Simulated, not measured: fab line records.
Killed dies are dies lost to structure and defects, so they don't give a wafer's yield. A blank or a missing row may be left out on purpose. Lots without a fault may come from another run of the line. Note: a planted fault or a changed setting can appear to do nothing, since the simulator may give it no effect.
Which tool is to blame? / flow nand_harc / 39 wafers from 13 lots sampled at 5 of the route's 1302 steps

## WHAT THE GAUGES SHOWED, per wafer
Not one reading of a measure or inspect step in the record can be checked against a usual standard deviation.

## EACH LOT AND THE TOOL THAT RAN IT (in order: tool; ch and the chambers of the sampled wafers; start)
lot=L499; NHARC_A_M1_ETCH_15=rie_diel-13 ch 0,3, day 23 08:01 or earlier; NHARC_A_M1_PVD_21=pvd_sputter-02, day 23 08:01 or earlier; NHARC_A_M1_ECD_22=ecd_cu-02 ch 0,1, day 23 08:01; NHARC_A_M1_CMP_23=cmp-04 ch 0,1,3, day 23 08:47; NHARC_A_M1_DEP_33=pecvd-04 ch 0,1,2, day 23 09:23
lot=L500; NHARC_A_M1_ETCH_15=rie_diel-13 ch 1,3, day 23 09:12 or earlier; NHARC_A_M1_PVD_21=pvd_sputter-03, day 23 09:12 or earlier; NHARC_A_M1_ECD_22=ecd_cu-01 ch 0,1, day 23 09:12; NHARC_A_M1_CMP_23=cmp-04 ch 1,2, day 23 09:58; NHARC_A_M1_DEP_33=pecvd-01 ch 0,1,2, day 23 10:35
lot=L502; NHARC_A_M1_ETCH_15=rie_diel-07 ch 0,3, day 24 02:04 or earlier; NHARC_A_M1_PVD_21=pvd_sputter-02, day 24 02:04 or earlier; NHARC_A_M1_ECD_22=ecd_cu-02 ch 0, day 24 02:04; NHARC_A_M1_CMP_23=cmp-02 ch 1,2,3, day 24 02:49; NHARC_A_M1_DEP_33=pecvd-04 ch 1,2, day 24 03:26
lot=L501; NHARC_A_M1_ETCH_15=rie_diel-07 ch 0,1,2, day 24 03:20 or earlier; NHARC_A_M1_PVD_21=pvd_sputter-02, day 24 03:20 or earlier; NHARC_A_M1_ECD_22=ecd_cu-01 ch 0,1, day 24 03:20; NHARC_A_M1_CMP_23=cmp-01 ch 0,1, day 24 03:59; NHARC_A_M1_DEP_33=pecvd-01 ch 1,2, day 24 04:35
lot=L509; NHARC_A_M1_ETCH_15=rie_diel-06 ch 1,2,3, day 27 15:55 or earlier; NHARC_A_M1_PVD_21=pvd_sputter-03, day 27 15:55 or earlier; NHARC_A_M1_ECD_22=ecd_cu-02 ch 0,1, day 27 15:55; NHARC_A_M1_CMP_23=cmp-01 ch 0,1,3, day 27 16:42; NHARC_A_M1_DEP_33=pecvd-01 ch 1,2, day 27 17:18
lot=L511; NHARC_A_M1_ETCH_15=rie_diel-13 ch 0,2,3, day 27 18:07 or earlier; NHARC_A_M1_PVD_21=pvd_sputter-03, day 27 18:07 or earlier; NHARC_A_M1_ECD_22=ecd_cu-01 ch 0,1, day 27 18:07; NHARC_A_M1_CMP_23=cmp-02 ch 1,2,3, day 27 18:49; NHARC_A_M1_DEP_33=pecvd-01 ch 0,1,2, day 27 19:25
lot=L513; NHARC_A_M1_ETCH_15=rie_diel-13 ch 0,2,3, day 28 20:08 or earlier; NHARC_A_M1_PVD_21=pvd_sputter-01, day 28 20:08 or earlier; NHARC_A_M1_ECD_22=ecd_cu-01 ch 0,1, day 28 20:08; NHARC_A_M1_CMP_23=cmp-02 ch 0,2,3, day 28 20:52; NHARC_A_M1_DEP_33=pecvd-04 ch 1,2, day 28 21:28
lot=L512; NHARC_A_M1_ETCH_15=rie_diel-06 ch 0,3, day 29 04:35 or earlier; NHARC_A_M1_PVD_21=pvd_sputter-03, day 29 04:35 or earlier; NHARC_A_M1_ECD_22=ecd_cu-01 ch 0,1, day 29 04:35; NHARC_A_M1_CMP_23=cmp-02 ch 0,2,3, day 29 05:19; NHARC_A_M1_DEP_33=pecvd-04 ch 0,1,2, day 29 05:58
lot=L517; NHARC_A_M1_ETCH_15=rie_diel-13 ch 0,1, day 31 02:39 or earlier; NHARC_A_M1_PVD_21=pvd_sputter-02, day 31 02:39 or earlier; NHARC_A_M1_ECD_22=ecd_cu-01 ch 0,1, day 31 02:39; NHARC_A_M1_CMP_23=cmp-02 ch 0,3, day 31 03:20; NHARC_A_M1_DEP_33=pecvd-02 ch 1,2, day 31 03:58
lot=L518; NHARC_A_M1_ETCH_15=rie_diel-06 ch 0,1,3, day 31 09:58 or earlier; NHARC_A_M1_PVD_21=pvd_sputter-01, day 31 09:58 or earlier; NHARC_A_M1_ECD_22=ecd_cu-01 ch 0,1, day 31 09:58; NHARC_A_M1_CMP_23=cmp-04 ch 0,2,3, day 31 10:44; NHARC_A_M1_DEP_33=pecvd-04 ch 0,1,2, day 31 11:18
lot=L520; NHARC_A_M1_ETCH_15=rie_diel-06 ch 0,1,3, day 31 18:25 or earlier; NHARC_A_M1_PVD_21=pvd_sputter-01, day 31 18:25 or earlier; NHARC_A_M1_ECD_22=ecd_cu-01 ch 0,1, day 31 18:25; NHARC_A_M1_CMP_23=cmp-04 ch 1,2,3, day 31 19:10; NHARC_A_M1_DEP_33=pecvd-01 ch 0,1,2, day 31 19:46
lot=L519; NHARC_A_M1_ETCH_15=rie_diel-13 ch 0,1, day 31 18:59 or earlier; NHARC_A_M1_PVD_21=pvd_sputter-03, day 31 18:59 or earlier; NHARC_A_M1_ECD_22=ecd_cu-02 ch 0, day 31 18:59; NHARC_A_M1_CMP_23=cmp-02 ch 0,1,3, day 31 19:45; NHARC_A_M1_DEP_33=pecvd-01 ch 0,1, day 31 20:22
lot=L521; NHARC_A_M1_ETCH_15=rie_diel-06 ch 0,2, day 32 16:04 or earlier; NHARC_A_M1_PVD_21=pvd_sputter-02, day 32 16:04 or earlier; NHARC_A_M1_ECD_22=ecd_cu-01 ch 0,1, day 32 16:04; NHARC_A_M1_CMP_23=cmp-01 ch 1,2, day 32 16:49; NHARC_A_M1_DEP_33=pecvd-01 ch 1,2, day 32 17:27
- NHARC_A_M1_ETCH_15: etches the open film in C4F8/Ar, target depth 182.5 nm, time 91.2 s.
- NHARC_A_M1_PVD_21: deposits Cu, target thk 30 nm, time 20.49 s.
- NHARC_A_M1_ECD_22: material Cu, target thk 400 nm.
- NHARC_A_M1_CMP_23: polishes, t overpolish 20 s, target thk 154.34 nm.
- NHARC_A_M1_DEP_33: deposits SiCN, target thk 30 nm.

## AS READ BY THE TOOLS THEMSELVES (means over the sampled wafers that have a number; for cases with no such wafer, the mark the record gives instead)
NHARC_A_M1_ETCH_15. Usual: oes_product_au 0.954 a.u., standard deviation 0.023; rf_vpp_V 440.8 V, standard deviation 2.3.
lot=L499; tool=rie_diel-13; oes_product_au (a.u.)=0.972; rf_vpp_V (V)=440.3; flag=
lot=L500; tool=rie_diel-13; oes_product_au (a.u.)=0.969; rf_vpp_V (V)=441.1; flag=
lot=L502; tool=rie_diel-07; oes_product_au (a.u.)=0.944; rf_vpp_V (V)=441.9; flag=
lot=L501; tool=rie_diel-07; oes_product_au (a.u.)=0.916; rf_vpp_V (V)=439.7; flag=
lot=L509; tool=rie_diel-06; oes_product_au (a.u.)=0.972; rf_vpp_V (V)=441.6; flag=
lot=L511; tool=rie_diel-13; oes_product_au (a.u.)=0.920; rf_vpp_V (V)=442.0; flag=
lot=L513; tool=rie_diel-13; oes_product_au (a.u.)=0.971; rf_vpp_V (V)=441.1; flag=
lot=L512; tool=rie_diel-06; oes_product_au (a.u.)=0.981; rf_vpp_V (V)=438.6; flag=
lot=L517; tool=rie_diel-13; oes_product_au (a.u.)=0.957; rf_vpp_V (V)=440.3; flag=
lot=L518; tool=rie_diel-06; oes_product_au (a.u.)=0.970; rf_vpp_V (V)=440.1; flag=
lot=L520; tool=rie_diel-06; oes_product_au (a.u.)=0.969; rf_vpp_V (V)=440.2; flag=
lot=L519; tool=rie_diel-13; oes_product_au (a.u.)=0.944; rf_vpp_V (V)=439.8; flag=
lot=L521; tool=rie_diel-06; oes_product_au (a.u.)=0.959; rf_vpp_V (V)=442.5; flag=

NHARC_A_M1_PVD_21. Usual: throttle_valve_pct reads 29.6 % (standard deviation 0.79).
lot=L499; tool=pvd_sputter-02; throttle_valve_pct (%)=29.8; flag=
lot=L500; tool=pvd_sputter-03; throttle_valve_pct (%)=29.6; flag=
lot=L502; tool=pvd_sputter-02; throttle_valve_pct (%)=29.8; flag=
lot=L501; tool=pvd_sputter-02; throttle_valve_pct (%)=29.7; flag=
lot=L509; tool=pvd_sputter-03; throttle_valve_pct (%)=29.4; flag=
lot=L511; tool=pvd_sputter-03; throttle_valve_pct (%)=28.9; flag=
lot=L513; tool=pvd_sputter-01; throttle_valve_pct (%)=29.9; flag=
lot=L512; tool=pvd_sputter-03; throttle_valve_pct (%)=28.2; flag=
lot=L517; tool=pvd_sputter-02; throttle_valve_pct (%)=29.9; flag=
lot=L518; tool=pvd_sputter-01; throttle_valve_pct (%)=29.7; flag=
lot=L520; tool=pvd_sputter-01; throttle_valve_pct (%)=30.2; flag=
lot=L519; tool=pvd_sputter-03; throttle_valve_pct (%)=29.3; flag=
lot=L521; tool=pvd_sputter-02; throttle_valve_pct (%)=29.9; flag=

NHARC_A_M1_CMP_23. Usual: motor_current_A 12.3 A, standard deviation 1; time_to_endpoint_s 28 s, standard deviation 3.1.
lot=L499; tool=cmp-04; motor_current_A (A)=12.9; time_to_endpoint_s (s)=22; flag=
lot=L500; tool=cmp-04; motor_current_A (A)=12.8; time_to_endpoint_s (s)=21; flag=
lot=L502; tool=cmp-02; motor_current_A (A)=11.6; time_to_endpoint_s (s)=30; flag=
lot=L501; tool=cmp-01; motor_current_A (A)=13.0; time_to_endpoint_s (s)=28; flag=
lot=L509; tool=cmp-01; motor_current_A (A)=12.3; time_to_endpoint_s (s)=24; flag=
lot=L511; tool=cmp-02; motor_current_A (A)=11.9; time_to_endpoint_s (s)=26; flag=
lot=L513; tool=cmp-02; motor_current_A (A)=11.6; time_to_endpoint_s (s)=30; flag=
lot=L512; tool=cmp-02; motor_current_A (A)=11.1; time_to_endpoint_s (s)=31; flag=
lot=L517; tool=cmp-02; motor_current_A (A)=10.7; time_to_endpoint_s (s)=29; flag=
lot=L518; tool=cmp-04; motor_current_A (A)=12.7; time_to_endpoint_s (s)=28; flag=
lot=L520; tool=cmp-04; motor_current_A (A)=12.5; time_to_endpoint_s (s)=29; flag=
lot=L519; tool=cmp-02; motor_current_A (A)=11.2; time_to_endpoint_s (s)=30; flag=
lot=L521; tool=cmp-01; motor_current_A (A)=13.1; time_to_endpoint_s (s)=29; flag=

NHARC_A_M1_DEP_33. Usual: heater_power_w reads 570 W (standard deviation 55).
lot=L499; tool=pecvd-04; heater_power_w (W)=605; flag=
lot=L500; tool=pecvd-01; heater_power_w (W)=513; flag=
lot=L502; tool=pecvd-04; heater_power_w (W)=617; flag=
lot=L501; tool=pecvd-01; heater_power_w (W)=558; flag=
lot=L509; tool=pecvd-01; heater_power_w (W)=546; flag=
lot=L511; tool=pecvd-01; heater_power_w (W)=542; flag=
lot=L513; tool=pecvd-04; heater_power_w (W)=590; flag=
lot=L512; tool=pecvd-04; heater_power_w (W)=601; flag=
lot=L517; tool=pecvd-02; heater_power_w (W)=560; flag=
lot=L518; tool=pecvd-04; heater_power_w (W)=563; flag=
lot=L520; tool=pecvd-01; heater_power_w (W)=575; flag=
lot=L519; tool=pecvd-01; heater_power_w (W)=535; flag=
lot=L521; tool=pecvd-01; heater_power_w (W)=608; flag=

## THE ANSWER, worked out from the rows above alone
Rule: a lot is off if the mean of its wafers that have a number lies more than 3 standard deviations from the usual mean. Also off: a lot with no number at a reading for which 4 or more lots have one. All remaining lots with rows at the step are treated as sound. After the gauges, taken in route order, come the tools' own readings; for these a lot's mean is taken, as printed above. The first step at which some lot is off is used, and at that step the reading that is off furthest; a lot without a number counts as furthest.
None of the lots is off at any reading shown; this tells nothing.

## WHAT THE SIMULATOR HAD INSERTED
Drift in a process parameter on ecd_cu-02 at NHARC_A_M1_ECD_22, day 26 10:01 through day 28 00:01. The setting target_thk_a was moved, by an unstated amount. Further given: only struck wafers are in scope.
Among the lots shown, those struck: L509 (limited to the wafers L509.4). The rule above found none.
